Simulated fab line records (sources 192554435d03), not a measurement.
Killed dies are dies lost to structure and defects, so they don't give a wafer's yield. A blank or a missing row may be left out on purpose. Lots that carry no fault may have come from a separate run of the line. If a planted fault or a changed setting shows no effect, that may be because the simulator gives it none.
fab line records	flow n5-finfet
[record] lots = 6	wafers = 18	last-day = 19
route steps=1938 shown BEOL_M3@981 BEOL_M4@1021 PASSIVATION@1936
lots that met no fault: taken from a fault-free run of the same line
start-h: start of the lot's first displayed wafer, in hours after the record's first day	wait-h: time in hours since the lot's previous step	" same as the row above	L1.1+2: several wafers, shown together as one row	- no value, or no start given	* or withheld: withheld	< > ~ a bound
route shown NAME@n: NAME is a module with steps in the file, n the number in the route of the first one	usual: mean/standard deviation of fault-free wafers	same: alike in all rows	chamber/n: place in a boat	sites: the reading at each site	_std_site: the standard deviation of these	_edge_site: mean of outer sites minus mean of inner sites	radius-mm: how far each site lies from the wafer's centre	mask NAME#n: copy n	behind: the last tool/chamber to shape the wafer	hold: reason for holding the lot/hours on hold/outcome of the hold	device: the transistor (n, p or np) that didn't switch	end of line: the tests these same wafers got at the end of their route	a step with no rows: only its recipe	killed: dies lost to structure and defects at the first sort, not the wafer's yield	map: shows each die of a wafer: x if killed, . if not, _ if none is there
set.NAME: the setting as run; set.NAME@STEP: as run at that earlier step	model.NAME: the simulator's own value behind a step, which no gauge read
lots seen at some steps along the route; tables by step, rows by wafer
services: a tool's chamber out of use, with start hour (start-h, from the record's first day; less than 0 if before it), hours out, and reason
[[steps]]
[step N5_BEOL_M3_ETCH_41]
[recipe] chemistry = CH3F/O2	target = SiCN	target-depth-a = 299	taper-deg = 2	time-s = 52.5	ion-energy-ev = 120	mask-material = TiN	pressure-mtorr = 30	source-w = 395	bias-w = 75	Ar_flow_sccm = 150	CH3F_flow_sccm = 30	O2_flow_sccm = 20
[step N5_BEOL_M3_STRIP_97]
[recipe] chemistry = N2/H2	time-s = 10	power-w = 450	temp-c = 40	pressure-mtorr = 20	rf-frequency-hz = 6e+07	bias-power-w = 7	n2-flow-sccm = 200	h2-flow-sccm = 200
[step N5_BEOL_M3_OCD_MEAS_38]
[usual] trench-depth-nm = 55.5/1.4
lot.wafer	tool	chamber	start-h	wait-h	trench-depth-nm
L552.2	ocd-01	-	188.58	-	53.8
L552.4	"	-	"	"	57.3
L552.5	"	-	"	"	56.5
L556.1	ocd-01	-	197.94	-	55.9
L556.4	"	-	"	"	55.6
L556.6	"	-	"	"	55.6
L561.4	ocd-02	-	237.76	-	56.1
L561.5	"	-	"	"	55.3
L561.6	"	-	"	"	55.7
L560.2	ocd-02	-	241.06	-	56.9
L560.3	"	-	"	"	53.6
L560.5	"	-	"	"	54.9
L566.1	ocd-02	-	278.00	-	53.4
L566.5	"	-	"	"	56.0
L566.6	"	-	"	"	53.0
L572.1	ocd-02	-	319.34	-	59.0
L572.2	"	-	"	"	58.5
L572.6	"	-	"	"	58.2
[step N5_BEOL_M3_HM_STRIP_39]
[recipe] chemistry = peroxide-tin-strip	material = TiN	target-depth-a = 250	temp-c = 50	time-s = 158
[step N5_BEOL_M3_SRD_40]
[recipe] time-s = 30	temp-c = 23	rinse-liquid = diw	dry = ipa-marangoni
[step N5_BEOL_M3_PRECLEAN_42]
[recipe] chemistry = residue-remover	time-s = 60	temp-c = 40
[step N5_BEOL_M3_SRD_43]
[recipe] time-s = 30	temp-c = 23	rinse-liquid = diw	dry = ipa-marangoni
[step N5_BEOL_M3_CD_MEAS_35]
[recipe] target-cd-nm = 18	target-cd-y-nm = 21	polarity = opening
[usual] cd-nm = 18.2/0.47
lot.wafer	tool	chamber	start-h	wait-h	cd-nm
L552.2	cd-sem-02	-	188.73	0.0	17.7
L552.4	"	-	"	"	18.3
L552.5	"	-	"	"	18.1
L556.1	cd-sem-02	-	198.10	0.0	18.5
L556.4	"	-	"	"	18.1
L556.6	"	-	"	"	17.8
L561.4	cd-sem-01	-	237.92	0.0	18.6
L561.5	"	-	"	"	18.7
L561.6	"	-	"	"	18.4
L560.2	cd-sem-02	-	241.21	0.0	17.0
L560.3	"	-	"	"	17.6
L560.5	"	-	"	"	17.4
L566.1	cd-sem-01	-	278.16	0.0	18.5
L566.5	"	-	"	"	18.9
L566.6	"	-	"	"	18.6
L572.1	cd-sem-02	-	319.50	0.0	17.3
L572.2	"	-	"	"	17.7
L572.6	"	-	"	"	17.7
[step N5_BEOL_M3_DEGAS_44]
[recipe] ambient = vacuum	temp-c = 250	time-s = 60
[step N5_BEOL_M3_PRE_CLEAN_45]
[recipe] gas = H2/He	time-s = 30	temp-c = 250
[usual] heater-power-w = 331/34
lot.wafer	tool	chamber	start-h	wait-h	heater-power-w
L552.2	pvd-sputter-02	-	190.60	0.0	286
L552.4	"	-	"	"	376
L552.5	"	-	"	"	283
L556.1	pvd-sputter-03	-	200.70	0.0	334
L556.4	"	-	"	"	315
L556.6	"	-	"	"	323
L561.4	pvd-sputter-01	-	238.42	0.0	305
L561.5	"	-	"	"	322
L561.6	"	-	"	"	356
L560.2	pvd-sputter-03	-	241.73	0.0	320
L560.3	"	-	"	"	325
L560.5	"	-	"	"	336
L566.1	pvd-sputter-01	-	278.48	0.0	422
L566.5	"	-	"	"	353
L566.6	"	-	"	"	323
L572.1	pvd-sputter-02	-	319.72	0.0	343
L572.2	"	-	"	"	286
L572.6	"	-	"	"	291
[step N5_BEOL_M3_ALD_84]
[recipe] material = TaN	target-thk-a = *	temp-c = 275	ald-precursor-family = PDMAT	ald-co-reactant = NH3	pressure-torr = 3	carrier-flow-sccm = 1500	pulse-time-s = 2	purge-time-s = 3	co-reactant-purge-time-s = 2	co-reactant-pulse-time-s = 3	ald-cycles = 30	precursor-vessel-temp-c = 75	precursor-vessel-pressure-torr = 26.25	precursor-vessel-carrier-sccm = 1000
[step N5_BEOL_M3_SURFACE_TREAT_85]
[recipe] gas = Ar	time-s = *	ion-energy-ev = *	ion-current-ma-cm2 = 0.5	pressure-mtorr = *	ar-flow-sccm = 30
[step N5_BEOL_M3_CVD_47]
[recipe] material = Co	target-thk-a = 30	temp-c = withheld	precursor = CCTBA/H2	pressure-torr = 30	time-s = 223.8
lot.wafer	tool	chamber	start-h	wait-h	since-wet-clean-h
L552.2	cvd-co-01	2	190.96	0.0	273
L552.4	"	2	"	"	-
L552.5	"	0	"	"	-
L556.1	cvd-co-02	0	201.09	0.0	961
L556.4	"	0	"	"	-
L556.6	"	2	"	"	-
L561.4	cvd-co-01	0	238.89	0.1	-
L561.5	"	1	"	"	-
L561.6	"	2	"	"	-
L560.2	cvd-co-01	2	242.17	0.1	324
L560.3	"	0	"	"	784
L560.5	"	2	"	"	-
L566.1	cvd-co-02	0	278.93	0.1	1039
L566.5	"	1	"	"	-
L566.6	"	2	"	"	-
L572.1	cvd-co-01	1	320.08	0.1	1299
L572.2	"	0	"	"	861
L572.6	"	1	"	"	-
[step N5_BEOL_M3_SPUTTER_48]
[recipe] material = Cu	target-thk-a = 45	temp-c = -20	chamber-pressure-pa = 0.07	power-w = withheld	time-s = 8.29
[step N5_BEOL_M3_ANNEAL_49]
[recipe] temp-c = 400	time-s = 240	ambient = vacuum
[step N5_BEOL_M3_SPUTTER_79]
[recipe] material = Cu	target-thk-a = 45	temp-c = -20	chamber-pressure-pa = 0.07	power-w = withheld	time-s = 8.29
[step N5_BEOL_M3_ANNEAL_80]
[recipe] temp-c = 400	time-s = 240	ambient = vacuum
[step N5_BEOL_M3_SPUTTER_81]
[recipe] material = Cu	target-thk-a = 45	temp-c = -20	chamber-pressure-pa = 0.07	power-w = withheld	time-s = 8.29
[usual] chamber-pressure-pa = 0.07001/0.00016	throttle-valve-pct = 30.2/0.68
lot.wafer	tool	chamber	start-h	wait-h	chamber-pressure-pa	throttle-valve-pct
L552.2	pvd-sputter-03	-	191.56	0.1	0.06996	29.6
L552.4	"	-	"	"	0.07018	30.5
L552.5	"	-	"	"	0.07037	30.4
L556.1	pvd-sputter-03	-	201.69	0.1	0.07012	30.2
L556.4	"	-	"	"	0.06997	29.3
L556.6	"	-	"	"	0.07017	29.3
L561.4	pvd-sputter-01	-	239.47	0.1	0.07016	30.9
L561.5	"	-	"	"	0.06984	29.2
L561.6	"	-	"	"	0.06997	30.0
L560.2	pvd-sputter-03	-	242.77	0.1	0.0701	29.4
L560.3	"	-	"	"	0.07008	30.1
L560.5	"	-	"	"	0.07011	30.5
L566.1	pvd-sputter-03	-	279.59	0.1	0.0699	30.0
L566.5	"	-	"	"	0.06994	29.9
L566.6	"	-	"	"	0.07016	30.3
L572.1	pvd-sputter-02	-	320.75	0.1	0.06996	31.6
L572.2	"	-	"	"	0.07029	29.6
L572.6	"	-	"	"	0.07019	30.2
[step N5_BEOL_M3_ANNEAL_82]
[recipe] temp-c = 400	time-s = 240	ambient = vacuum
[step N5_BEOL_M3_SPUTTER_86]
[recipe] material = Cu	target-thk-a = 45	temp-c = -20	chamber-pressure-pa = 0.07	power-w = withheld	time-s = 8.29
[usual] chamber-pressure-pa = 0.06999/0.00014	throttle-valve-pct = 30.2/0.7
lot.wafer	tool	chamber	start-h	wait-h	chamber-pressure-pa	throttle-valve-pct
L552.2	pvd-sputter-03	-	191.78	0.1	0.07004	30.0
L552.4	"	-	"	"	0.07024	30.2
L552.5	"	-	"	"	0.06997	30.3
L556.1	pvd-sputter-03	-	201.91	0.1	0.07003	30.5
L556.4	"	-	"	"	0.0698	29.3
L556.6	"	-	"	"	0.0697	29.2
L561.4	pvd-sputter-01	-	239.72	0.1	0.07008	31.4
L561.5	"	-	"	"	0.06966	29.2
L561.6	"	-	"	"	0.06996	29.8
L560.2	pvd-sputter-03	-	242.99	0.1	0.06993	29.3
L560.3	"	-	"	"	0.07005	29.8
L560.5	"	-	"	"	0.07009	30.4
L566.1	pvd-sputter-03	-	279.81	0.1	0.07024	29.8
L566.5	"	-	"	"	0.07002	29.8
L566.6	"	-	"	"	0.06991	30.5
L572.1	pvd-sputter-02	-	320.97	0.1	0.07001	31.7
L572.2	"	-	"	"	0.07009	29.9
L572.6	"	-	"	"	0.06996	30.1
[step N5_BEOL_M3_ANNEAL_87]
[recipe] temp-c = 400	time-s = 240	ambient = vacuum
[step N5_BEOL_M3_SPUTTER_88]
[recipe] material = Cu	target-thk-a = 45	temp-c = -20	chamber-pressure-pa = 0.07	power-w = withheld	time-s = 8.29
[step N5_BEOL_M3_ANNEAL_89]
[recipe] temp-c = 400	time-s = 240	ambient = vacuum
[step N5_BEOL_M3_SPUTTER_90]
[recipe] material = Cu	target-thk-a = 45	temp-c = -20	chamber-pressure-pa = 0.07	power-w = withheld	time-s = 8.29
[step N5_BEOL_M3_ANNEAL_91]
[recipe] temp-c = 400	time-s = 240	ambient = vacuum
[step N5_BEOL_M3_SPUTTER_92]
[recipe] material = Cu	target-thk-a = 45	temp-c = -20	chamber-pressure-pa = 0.07	power-w = withheld	time-s = 8.29
[step N5_BEOL_M3_ANNEAL_93]
[recipe] temp-c = 400	time-s = 240	ambient = vacuum
[step N5_BEOL_M3_SPUTTER_94]
[recipe] material = Cu	target-thk-a = 45	temp-c = -20	chamber-pressure-pa = 0.07	power-w = withheld	time-s = 8.29
[usual] chamber-pressure-pa = 0.07001/0.00014	throttle-valve-pct = 30.2/0.7
lot.wafer	tool	chamber	start-h	wait-h	chamber-pressure-pa	throttle-valve-pct
L552.2	pvd-sputter-03	-	192.66	0.1	0.06989	29.8
L552.4	"	-	"	"	0.07018	30.3
L552.5	"	-	"	"	0.07013	30.3
L556.1	pvd-sputter-03	-	202.79	0.1	0.07005	30.3
L556.4	"	-	"	"	0.06982	29.0
L556.6	"	-	"	"	0.0698	29.3
L561.4	pvd-sputter-01	-	240.71	0.1	0.06992	30.9
L561.5	"	-	"	"	0.06992	29.0
L561.6	"	-	"	"	0.06982	30.0
L560.2	pvd-sputter-03	-	243.87	0.1	0.06988	29.6
L560.3	"	-	"	"	0.06956	29.8
L560.5	"	-	"	"	0.07006	30.3
L566.1	pvd-sputter-03	-	280.69	0.1	0.06982	29.7
L566.5	"	-	"	"	0.06996	29.6
L566.6	"	-	"	"	0.07014	30.5
L572.1	pvd-sputter-02	-	321.85	0.1	0.0698	31.8
L572.2	"	-	"	"	0.06967	29.9
L572.6	"	-	"	"	0.07003	29.9
[step N5_BEOL_M3_ANNEAL_95]
[recipe] temp-c = 400	time-s = 240	ambient = vacuum
[step N5_BEOL_M3_SPUTTER_96]
[recipe] material = Cu	target-thk-a = 45	temp-c = -20	chamber-pressure-pa = 0.07	power-w = withheld	time-s = 8.29
[step N5_BEOL_M3_ECD_50]
[recipe] material = Cu	target-thk-a = 3000
[step N5_BEOL_M3_ANNEAL_51]
[recipe] temp-c = 225	time-s = 90	ambient = N2
[step N5_BEOL_M3_CMP_52]
[recipe] stop-on = SiOC	t-overpolish-s = 6.8	down-force-psi = 1	platen-rpm = 50	clearing-platen-down-force-psi = 1.5	clearing-platen-rpm = 50	post-cmp-clean = cu-alkaline	target-thk-nm = 40	clearing-platen-pad-velocity-m-s = 0.99484	pad-velocity-m-s = 0.99484
[step N5_BEOL_M3_THK_MEAS_53]
[recipe] thk-meas-gauge = xrf	reads = Cu_of_BEOL_M3_ECD_50
[usual] M3_THK = 39.7/2
lot.wafer	tool	chamber	start-h	wait-h	M3_THK[nm]
L552.2	film-metro-01	-	193.85	-	38.9
L552.4	"	-	"	"	42.2
L552.5	"	-	"	"	37.8
L556.1	film-metro-02	-	204.05	-	34.4
L556.4	"	-	"	"	38.2
L556.6	"	-	"	"	38.1
L561.4	film-metro-01	-	241.76	-	42.1
L561.5	"	-	"	"	42.6
L561.6	"	-	"	"	39.5
L560.2	film-metro-02	-	244.88	-	34.7
L560.3	"	-	"	"	37.2
L560.5	"	-	"	"	38.1
L566.1	film-metro-01	-	281.70	-	37.6
L566.5	"	-	"	"	42.3
L566.6	"	-	"	"	41.2
L572.1	film-metro-01	-	322.86	-	35.7
L572.2	"	-	"	"	36.9
L572.6	"	-	"	"	38.5
[step N5_BEOL_M3_PRE_CLEAN_60]
[recipe] gas = NH3/H2	time-s = 15	temp-c = *	rf-power-w = 300
[step N5_BEOL_M3_CO_CAP_55]
[recipe] material = Co	target-thk-a = 20	temp-c = 200	precursor = CCTBA/H2	pressure-torr = 30	time-s = 102.1
[step N5_BEOL_M3_PRE_CLEAN_56]
[recipe] gas = NH3	time-s = 15	temp-c = withheld	rf-power-w = 300
[step N5_BEOL_M3_DEP_57]
[recipe] material = SiCN	target-thk-a = 80	temp-c = withheld	precursor = 3MS/NH3	pressure-torr = 3	rf-w = 202	time-s = 14
[usual] showerhead-plenum-p-Torr = 3.666/0.018	throttle-valve-pct = 9.2/0.51
lot.wafer	tool	chamber	start-h	wait-h	showerhead-plenum-p-Torr	since-wet-clean-h	throttle-valve-pct
L552.2	pecvd-01	1	194.04	0.0	3.674	1804	9.9
L552.4	"	2	"	"	3.627	-	8.9
L552.5	"	0	"	"	3.652	-	9.0
L556.1	pecvd-01	2	204.25	0.0	3.634	210	8.9
L556.4	"	2	"	"	3.644	-	8.7
L556.6	"	0	"	"	3.646	-	9.2
L561.4	pecvd-02	0	241.98	0.0	3.671	-	8.7
L561.5	"	2	"	"	3.693	-	9.1
L561.6	"	0	"	"	3.664	-	8.7
L560.2	pecvd-02	2	245.09	0.0	3.697	557	8.9
L560.3	"	2	"	"	3.694	-	9.0
L560.5	"	0	"	"	3.670	-	9.0
L566.1	pecvd-04	2	281.89	0.0	3.672	232	8.7
L566.5	"	1	"	"	3.667	-	9.8
L566.6	"	0	"	"	3.668	-	9.9
L572.1	pecvd-02	0	323.05	0.0	3.687	1389	8.9
L572.2	"	2	"	"	3.691	635	9.3
L572.6	"	1	"	"	3.673	-	8.9
[step N5_BEOL_M3_RS_MEAS_58]
[recipe] thk-meas-gauge = four-point-probe	reads = Co_of_BEOL_M3_CO_CAP_55+Cu_of_BEOL_M3_ECD_50+Co_of_BEOL_M3_CVD_47+TaN_of_BEOL_M3_ALD_84
[usual] M3_RS = 0.69/0.045
lot.wafer	tool	chamber	start-h	wait-h	M3_RS[ohm/sq]
L552.2	film-metro-02	-	194.11	0.1	0.70
L552.4	"	-	"	"	0.64
L552.5	"	-	"	"	0.74
L556.1	film-metro-02	-	204.32	0.0	0.81
L556.4	"	-	"	"	0.71
L556.6	"	-	"	"	0.72
L561.4	film-metro-01	-	242.05	0.1	0.63
L561.5	"	-	"	"	0.62
L561.6	"	-	"	"	0.68
L560.2	film-metro-02	-	245.18	0.1	0.81
L560.3	"	-	"	"	0.74
L560.5	"	-	"	"	0.72
L566.1	film-metro-01	-	281.96	0.0	0.74
L566.5	"	-	"	"	0.63
L566.6	"	-	"	"	0.65
L572.1	film-metro-01	-	323.12	0.0	0.79
L572.2	"	-	"	"	0.76
L572.6	"	-	"	"	0.72
[step N5_BEOL_M4_ILD_DEP_00]
[recipe] material = SiOC	target-thk-a = 790	temp-c = 350	precursor = DEMS/O2	pressure-torr = 5	rf-w = 500	time-s = 15.3
[step N5_BEOL_M4_THK_MEAS_01]
[recipe] reads = SiOC_of_BEOL_M4_ILD_DEP_00
[usual] M4_ILD_THK = 78.9/1.2
lot.wafer	tool	chamber	start-h	wait-h	M4_ILD_THK[nm]
L552.2	film-metro-02	-	194.24	0.1	78.9
L552.4	"	-	"	"	81.4
L552.5	"	-	"	"	81.1
L556.1	film-metro-01	-	204.45	0.0	79.2
L556.4	"	-	"	"	81.5
L556.6	"	-	"	"	78.6
L561.4	film-metro-02	-	242.20	0.1	80.0
L561.5	"	-	"	"	78.5
L561.6	"	-	"	"	79.7
L560.2	film-metro-01	-	245.33	0.1	77.1
L560.3	"	-	"	"	78.4
L560.5	"	-	"	"	78.8
L566.1	film-metro-01	-	282.09	0.0	76.7
L566.5	"	-	"	"	80.5
L566.6	"	-	"	"	77.2
L572.1	film-metro-02	-	323.25	0.0	77.1
L572.2	"	-	"	"	75.8
L572.6	"	-	"	"	77.6
[step N5_PASSIVATION_PROBE_49]
[usual] defect-limited-yield = 91.3/1.4	killed_at_M0_to_M3 = 36/10	killed_at_M4_up = 13/5.4	killed-at-contacts = 12/5.3	killed-at-front-end = 39/10	killed-at-other = 3.2/2.7	killed-dies = 103/16	killed-on-rim = 13/4	killed-open = 68/13	killed-short = 33/6.6	sort_bin_5_function = 5.1/0.92	sort_bin_6_memory = 3.3/0.68	sort_bin_8_speed = 0.1/0.41	sort-n-pass = 1077/17
[same] gross-dies = 1180	killed-at-back-side = 0	sort_bin_4_leakage[%] = 0
lot.wafer	tool	chamber	start-h	wait-h	defect-limited-yield[%]	killed_at_M0_to_M3	killed_at_M4_up	killed-at-contacts	killed-at-front-end	killed-at-other	killed-dies	killed-on-rim	killed-open	killed-short	sort_bin_5_function[%]	sort_bin_6_memory[%]	sort_bin_8_speed[%]	sort-n-pass
L552.2	prober-01	-	324.72	0.1	90.6	38	17	10	42	4	111	11	80	29	5.6	3.6	0	1069
L552.4	prober-01	-	324.82	0.2	92.5	29	14	5	31	9	88	8	59	29	4.2	2.9	0	1092
L552.5	prober-01	-	324.87	0.2	92.3	29	13	11	32	6	91	12	58	31	4.2	3.3	0	1089
L556.1	prober-01	-	333.52	0.0	91.2	31	13	14	45	1	104	10	71	33	5.2	3.3	0	1076
L556.4	prober-01	-	333.67	0.2	93.0	15	14	8	44	2	83	7	50	32	4.1	2.4	0	1097
L556.6	prober-01	-	333.77	0.3	89.8	48	18	10	41	3	120	20	79	41	5.6	4.2	0.1	1059
L561.4	prober-01	-	365.76	0.3	84.5	111	21	5	38	8	183	31	71	20	9.1	3.6	0	997
L561.5	prober-01	-	365.81	0.4	79.5	181	18	18	23	2	242	15	65	40	12.1	5.1	0	938
L561.6	prober-01	-	365.86	0.4	86.7	86	17	8	38	8	157	33	69	28	6.8	4.7	0	1023
L560.2	prober-02	-	380.85	0.1	86.1	84	21	3	42	14	164	36	68	40	7.5	3.5	0.2	1016
L560.3	prober-02	-	380.90	0.1	83.7	131	11	9	37	4	192	31	71	33	10.1	3.9	0.2	988
L560.5	prober-02	-	381.00	0.2	84.7	102	13	7	57	2	181	31	82	39	9.5	4.2	0	999
L566.1	prober-01	-	402.36	0.0	91.9	36	8	17	34	0	95	10	55	38	4.4	3.3	0	1085
L566.5	prober-01	-	402.56	0.2	90.3	57	3	20	33	1	114	13	82	31	5.5	3.8	0	1066
L566.6	prober-01	-	402.61	0.3	90.2	41	11	27	33	4	116	13	87	26	4.9	4.7	0	1064
L572.1	prober-02	-	449.67	0.0	91.9	28	18	16	27	7	96	19	71	23	4.4	3.3	0	1084
L572.2	prober-02	-	449.72	0.1	92.6	30	9	12	33	3	87	5	52	35	4.6	2.5	0	1093
L572.6	prober-02	-	449.92	0.3	92.2	40	11	6	35	0	92	16	57	35	4.8	2.7	0	1088
// killed by level:class
L552.2 STI_FIN_REVEAL:geometric-particle:open=12 BEOL_M2:geometric-particle:open=12 BEOL_M4:geometric-particle:open=10 BEOL_M0_SAQP:geometric-particle:open=9 MOL_CONTACT_COAG:geometric-particle:open=8 FIN_SAQP:geometric-particle:open=7 STARTING-WAFER:geometric-particle:short=5 BEOL_M3:geometric-particle:open=5
L552.4 FIN_SAQP:geometric-particle:open=12 BEOL_M3:geometric-particle:short=6 BEOL_M3:geometric-particle:open=5 MOL_CONTACT_COAG:geometric-particle:open=5 BEOL_M0:geometric-particle:open=5 BEOL_M4:geometric-particle:open=4 DUMMY_GATE:geometric-particle:open=4 BEOL_M0_SAQP:geometric-particle:short=4
L552.5 FIN_SAQP:geometric-particle:open=9 MOL_CONTACT_COAG:geometric-particle:open=8 BEOL_M0_SAQP:geometric-particle:open=7 BEOL_M2:geometric-particle:open=6 FIN_SAQP:geometric-particle:short=5 DUMMY_GATE:geometric-particle:open=4 BEOL_M3:geometric-particle:short=4 STI_FIN_REVEAL:geometric-particle:open=3
L556.1 STI_FIN_REVEAL:geometric-particle:open=14 MOL_CONTACT_COAG:geometric-particle:open=12 BEOL_M0_SAQP:geometric-particle:open=9 FIN_SAQP:geometric-particle:short=8 FIN_SAQP:geometric-particle:open=7 BEOL_M0_SAQP:geometric-particle:short=7 BEOL_M3:geometric-particle:open=6 BEOL_M4:geometric-particle:open=5
L556.4 FIN_SAQP:geometric-particle:short=10 FIN_SAQP:geometric-particle:open=9 STI_FIN_REVEAL:geometric-particle:open=6 BEOL_M0_SAQP:geometric-particle:open=6 BEOL_M4:geometric-particle:open=6 DUMMY_GATE:geometric-particle:open=5 MOL_CONTACT_COAG:geometric-particle:open=5 BEOL_M5:geometric-particle:open=4
L556.6 BEOL_M0_SAQP:geometric-particle:short=13 BEOL_M0_SAQP:geometric-particle:open=12 FIN_SAQP:geometric-particle:open=11 FIN_SAQP:geometric-particle:short=10 BEOL_M2:geometric-particle:open=9 STI_FIN_REVEAL:geometric-particle:open=7 BEOL_M3:geometric-particle:open=7 BEOL_M4:geometric-particle:open=7
L561.4 BEOL_M3:unspecified=85 BEOL_M4:geometric-particle:open=14 BEOL_M0_SAQP:geometric-particle:open=9 FIN_SAQP:geometric-particle:open=8 HKMG_FIN:area-etch=7 BEOL_M2:geometric-particle:open=5 BEOL_M3:geometric-particle:open=5 DUMMY_GATE:geometric-particle:open=4
L561.5 BEOL_M3:unspecified=135 BEOL_M0_SAQP:geometric-particle:short=13 FIN_SAQP:geometric-particle:open=11 BEOL_M0_SAQP:geometric-particle:open=10 MOL_CONTACT_COAG:geometric-particle:short=9 MOL_CONTACT_COAG:geometric-particle:open=9 BEOL_M3:geometric-particle:open=9 BEOL_M2:geometric-particle:open=6
L561.6 BEOL_M3:unspecified=55 FIN_SAQP:geometric-particle:open=17 BEOL_M0_SAQP:geometric-particle:open=10 BEOL_M4:geometric-particle:open=8 MOL_CONTACT_COAG:geometric-particle:open=7 BEOL_M0_SAQP:geometric-particle:short=6 BEOL_M3:geometric-particle:open=5 FIN_SAQP:geometric-particle:short=4
L560.2 BEOL_M3:unspecified=53 FIN_SAQP:geometric-particle:open=12 FIN_SAQP:geometric-particle:short=11 MIM_TOP_ETCH:geometric-particle:open=10 BEOL_M0_SAQP:geometric-particle:short=9 BEOL_M4:geometric-particle:open=9 BEOL_M2:geometric-particle:open=7 STI_FIN_REVEAL:geometric-particle:open=6
L560.3 BEOL_M3:unspecified=86 FIN_SAQP:geometric-particle:open=12 BEOL_M0_SAQP:geometric-particle:open=11 BEOL_M0_SAQP:geometric-particle:short=9 BEOL_M2:geometric-particle:open=8 FIN_SAQP:geometric-particle:short=7 MOL_CONTACT_COAG:geometric-particle:open=7 BEOL_M4:geometric-particle:open=6
L560.5 BEOL_M3:unspecified=58 FIN_SAQP:geometric-particle:short=16 FIN_SAQP:geometric-particle:open=14 BEOL_M3:geometric-particle:open=11 STI_FIN_REVEAL:geometric-particle:open=10 BEOL_M1:geometric-particle:open=8 BEOL_M2:geometric-particle:open=7 BEOL_M0_SAQP:geometric-particle:open=6
L566.1 MOL_CONTACT_COAG:geometric-particle:open=14 BEOL_M0_SAQP:geometric-particle:short=9 STI_FIN_REVEAL:geometric-particle:open=8 STI_FIN_REVEAL:geometric-particle:short=6 GATE_CUT:geometric-particle:short=6 BEOL_M0_SAQP:geometric-particle:open=6 BEOL_M3:geometric-particle:open=5 BEOL_M4:geometric-particle:open=5
L566.5 STI_FIN_REVEAL:geometric-particle:open=17 MOL_CONTACT_COAG:geometric-particle:open=15 BEOL_M2:geometric-particle:open=15 BEOL_M0_SAQP:geometric-particle:short=9 BEOL_M3:geometric-particle:open=9 BEOL_M0:geometric-particle:open=6 BEOL_M1:geometric-particle:open=6 MOL_CONTACT_COAG:geometric-particle:short=5
L566.6 MOL_CONTACT_COAG:geometric-particle:open=23 BEOL_M1:geometric-particle:open=12 BEOL_M2:geometric-particle:open=11 STI_FIN_REVEAL:geometric-particle:open=7 BEOL_M0_SAQP:geometric-particle:open=6 BEOL_M4:geometric-particle:open=6 FIN_SAQP:geometric-particle:open=4 FIN_SAQP:geometric-particle:short=4
L572.1 MOL_CONTACT_COAG:geometric-particle:open=15 BEOL_M3:geometric-particle:open=9 GATE_CUT:geometric-particle:short=6 BEOL_M4:geometric-particle:open=6 STI_FIN_REVEAL:geometric-particle:open=5 BEOL_M5:geometric-particle:open=4 GATE_CUT:geometric-particle:open=4 BEOL_M0_SAQP:geometric-particle:open=4
L572.2 BEOL_M0_SAQP:geometric-particle:open=8 MOL_CONTACT_COAG:geometric-particle:open=7 FIN_SAQP:geometric-particle:short=6 BEOL_M0_SAQP:geometric-particle:short=6 FIN_SAQP:geometric-particle:open=5 STI_FIN_REVEAL:geometric-particle:open=5 MOL_CONTACT_COAG:geometric-particle:short=5 DUMMY_GATE:geometric-particle:open=4
L572.6 BEOL_M0_SAQP:geometric-particle:short=14 BEOL_M0_SAQP:geometric-particle:open=9 GATE_CUT:geometric-particle:open=6 DUMMY_GATE:geometric-particle:open=5 MOL_CONTACT_COAG:geometric-particle:open=5 GATE_CUT:geometric-particle:short=4 STARTING-WAFER:geometric-particle:open=4 BEOL_M1:geometric-particle:open=4
// map L560.3 (x killed, . not)
_________________............________________
______________x..x......xx....x._____________
___________..xx......x...x........x__________
__________.xx......................._________
________...........x...x.......x......_______
_______.......x........x...............______
______..............x.........x...x....._____
_____.x....................x......x......____
____.x.................x.....x.....x....x.___
___.x...........x.....x........xx...x......__
___.........................x..............__
__.............x....x.........x.........x..._
__...........x....x...x...x..x..x..........._
_...x...x.......x.x....x.....................
_...x....x................xx.......x....x....
_.xxxxx.x....xx..............x...............
_xxxxxxxxx...............................x...
_xxxxxxxx...x..x...........................x.
_xxxxxxxxx...................x......x........
_xxxxxxxxxx.....x.x..........................
_xxxxxxxxx......................x.x..........
__xxxxxxxx................x................._
__xxxxxxxx.x...x...x...........x............_
___xxxxxxxx.x...xx......x..................__
___xxxxxx................x......x..x.x.....__
____xx..x.x..x....xx.......x..............___
_____xxxx..............x.x..x............____
______..........................x......._____
_______......x......................x..______
________...............x..x.....x....._______
__________.x.......xx..............._________
___________..................x.....__________
______________.x.....x.......x.._____________
_________________...........x________________
// map L561.5 (x killed, . not)
_________________x..x......x.________________
______________....x.x..x.xxx.x.._____________
___________..x...x...xxxxx.xx......__________
__________.x.....xxxxxxxxxxxxxx....._________
________x.......xxxxxxxxxxxxxxx.....x._______
_______...x.....xxxxxxxxxxxxxx.........______
______x..........xxxxxxxxxxxxxx........._____
_____.....x.xxx.xxxxxxxxxxxxxxx..........____
____..........x..xxxxxxxxxxxxxxxx.x.x.....___
___........x....x.xxxxxxxxxxxx.....x.......__
___.............xxxxxxxxxxxx..x............__
__................xxxxx.xxx.xx..xx..x......._
__x.......x.....x....x..xxx........x...x...._
_...x.............x.............x.....x......
_.....................x....xx.x..........x...
_...x.....xx....x..x.x.......................
_..............................x.........x...
_........x.........x...x.....................
_..x....x..x..........................x......
_...........x....................xx....x.....
_x.x...x......x.x.............x..x.....xx....
__.....................xx....x.............._
__....x.............x.......x.x............._
___x..............x........................__
___.........x.....x........................__
____...............xx..x..................___
_____...x....x.......................x...____
______.......x.................x.....x.._____
_______..x..xx....x...xxx.........x....______
________.....x........................_______
__________........x...x...........x._________
___________..............x........x__________
______________......x..........._____________
_________________..........x.________________
[[services]]
tool	chamber	start-h	hours	kind
cvd-co-01	-	180.76	4.3	pm
pecvd-02	2	203.28	2.1	scheduled-down
pecvd-02	0	204.42	9.0	repair
pecvd-04	2	215.90	3.4	repair
pecvd-04	2	228.99	4.0	repair
pecvd-02	1	230.84	14.9	repair
pecvd-01	1	233.56	22.8	repair
cvd-co-01	-	274.33	0.4	repair
cvd-co-01	-	295.95	2.8	pm
cvd-co-02	1	296.24	10.8	repair
pecvd-02	-	298.47	2.8	pm
[[key]]
[first-sign] step = N5_PASSIVATION_PROBE_49	reading = killed_at_M0_to_M3	direction = up	sigmas = 7.7	usual = 36	struck = 116
[effect] step = N5_PASSIVATION_PROBE_49	reading = defect-limited-yield	direction = down	sigmas = 5.2	usual = 91.3	struck = 84.2
[more-kills-born-at] N5_BEOL_M3_CVD_47@cvd-co-01 = 472
met-at N5_BEOL_M3_CVD_47
struck-wafers L560.2,L560.3,L560.5,L561.4,L561.5,L561.6
onset-between 190.96 238.89
[fault] kind = chamber-particle-source	tool = cvd-co-01	chamber = -	onset-h = 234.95	steps = N5_BEOL_M3_CVD_47	rate-per-visit-cm2 = 1.1329	end-h = 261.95
